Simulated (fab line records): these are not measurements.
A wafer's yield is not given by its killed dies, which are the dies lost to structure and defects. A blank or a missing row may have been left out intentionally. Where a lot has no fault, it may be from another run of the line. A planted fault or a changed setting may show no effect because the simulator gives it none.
Lot-split experiment :: flow n5 finfet :: route with 1938 steps; 7 lots, 21 wafers read

## THE SPLIT
At N5_FIN_SAQP_ETCH_52 (etches SOC in N2/H2, target depth 100 nm, overetch 20 nm, time 150 s), the setting source w was moved away from the recipe's 840 W on 6 of the 21 wafers read, by -11.4% to +15.8%. All remaining wafers had this setting at the recipe value.

The split's own step is where the reading is taken.

## THE READING
rf vpp V, in V, at N5_FIN_SAQP_ETCH_52 (etches SOC in N2/H2, target depth 100 nm, overetch 20 nm, time 150 s). Fault-free wafers of this fab line usually give 526.4 V, standard deviation 1.5 V.

wafer: L075.1
tool, chamber at the split: rie diel-03, 2
source w as run, W: 840
against the recipe: recipe
rf vpp V, V: 528.3
against lot-mates on the recipe: -

wafer: L075.3
tool, chamber at the split: rie diel-03, 0
source w as run, W: 743.9
against the recipe: -11.4%
rf vpp V, V: 542.3
against lot-mates on the recipe: +14.0

wafer: L075.6
tool, chamber at the split: rie diel-03, 0
source w as run, W: 743.9
against the recipe: -11.4%
rf vpp V, V: 541.1
against lot-mates on the recipe: +12.8

wafer: L080.2
tool, chamber at the split: rie diel-01, 1
source w as run, W: 888.1
against the recipe: +5.7%
rf vpp V, V: 518.7
against lot-mates on the recipe: -7.7

wafer: L080.4
tool, chamber at the split: rie diel-01, 3
source w as run, W: 840
against the recipe: recipe
rf vpp V, V: 527.5
against lot-mates on the recipe: -

wafer: L080.6
tool, chamber at the split: rie diel-01, 0
source w as run, W: 840
against the recipe: recipe
rf vpp V, V: 525.3
against lot-mates on the recipe: -

wafer: L082.2
tool, chamber at the split: rie diel-03, 2
source w as run, W: 840
against the recipe: recipe
rf vpp V, V: 525.2
against lot-mates on the recipe: -

wafer: L082.4
tool, chamber at the split: rie diel-03, 1
source w as run, W: 840
against the recipe: recipe
rf vpp V, V: 526.7
against lot-mates on the recipe: -

wafer: L082.6
tool, chamber at the split: rie diel-03, 2
source w as run, W: 840
against the recipe: recipe
rf vpp V, V: 528.0
against lot-mates on the recipe: -

wafer: L091.3
tool, chamber at the split: rie diel-01, 1
source w as run, W: 840
against the recipe: recipe
rf vpp V, V: 526.6
against lot-mates on the recipe: -

wafer: L091.4
tool, chamber at the split: rie diel-01, 2
source w as run, W: 968.3
against the recipe: +15.3%
rf vpp V, V: 501.5
against lot-mates on the recipe: -24.5

wafer: L091.5
tool, chamber at the split: rie diel-01, 2
source w as run, W: 840
against the recipe: recipe
rf vpp V, V: 525.4
against lot-mates on the recipe: -

wafer: L094.2
tool, chamber at the split: rie diel-01, 1
source w as run, W: 840
against the recipe: recipe
rf vpp V, V: 527.0
against lot-mates on the recipe: -

wafer: L094.3
tool, chamber at the split: rie diel-01, 2
source w as run, W: 840
against the recipe: recipe
rf vpp V, V: 526.3
against lot-mates on the recipe: -

wafer: L094.4
tool, chamber at the split: rie diel-01, 3
source w as run, W: 928.9
against the recipe: +10.6%
rf vpp V, V: 508.6
against lot-mates on the recipe: -18.0

wafer: L096.1
tool, chamber at the split: rie diel-03, 3
source w as run, W: 840
against the recipe: recipe
rf vpp V, V: 526.4
against lot-mates on the recipe: -

wafer: L096.2
tool, chamber at the split: rie diel-03, 2
source w as run, W: 840
against the recipe: recipe
rf vpp V, V: 527.1
against lot-mates on the recipe: -

wafer: L096.3
tool, chamber at the split: rie diel-03, 1
source w as run, W: 840
against the recipe: recipe
rf vpp V, V: 526.1
against lot-mates on the recipe: -

wafer: L097.1
tool, chamber at the split: rie diel-03, 1
source w as run, W: 840
against the recipe: recipe
rf vpp V, V: 524.9
against lot-mates on the recipe: -

wafer: L097.3
tool, chamber at the split: rie diel-03, 3
source w as run, W: 840
against the recipe: recipe
rf vpp V, V: 525.5
against lot-mates on the recipe: -

wafer: L097.6
tool, chamber at the split: rie diel-03, 3
source w as run, W: 972.9
against the recipe: +15.8%
rf vpp V, V: 502.5
against lot-mates on the recipe: -22.7

FIT RESULTS
A straight line over all 21 wafers: rf vpp V changes by -1.5 V for each +1% of source w; r = -0.99; the points scatter about the line by 1.2 V.
The same after taking each lot's own level away (the mean of its wafers on the recipe; 21 wafers): -1.42 V for each +1%; r = -0.99; scatter 1.4 V.
According to that fit, moving source w by its largest amount changes the reading by 22 V.
From 525.20 to 528.30 V: that is the span of the lots' own levels, equal to 2.1 times the standard deviation above.
So the lot-to-lot level changes the slope little: the two slopes agree.
Check: with one of the wafers moved furthest among these (+15.8%) left out of the fit, the line predicts -23.1 V for it against its lot-mates. It came out at -22.7 V against them.
Tool readings at the split's step, against how far the setting was moved: rf vpp V r = -0.99.

## OTHER SPLITS APPLIED TO THESE WAFERS
These wafers also went through other splits before the reading. Each is held against what the fit with the lots' levels taken away leaves over:
other split on the same wafers: N5_PMOS_HMC_CHANNEL_EPI_EXPOSE_06 dose mj
wafers away from the commonest value: 5
r with rf vpp V (lot level and that fit taken away): +0.00

other split on the same wafers: N5_PMOS_HMC_CHANNEL_EPI_PEB_07 peb temp c
wafers away from the commonest value: 5
r with rf vpp V (lot level and that fit taken away): +0.18

## FILE'S OWN FIT
rf vpp V changes by -1.48 V for each +1% of source w, r = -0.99.
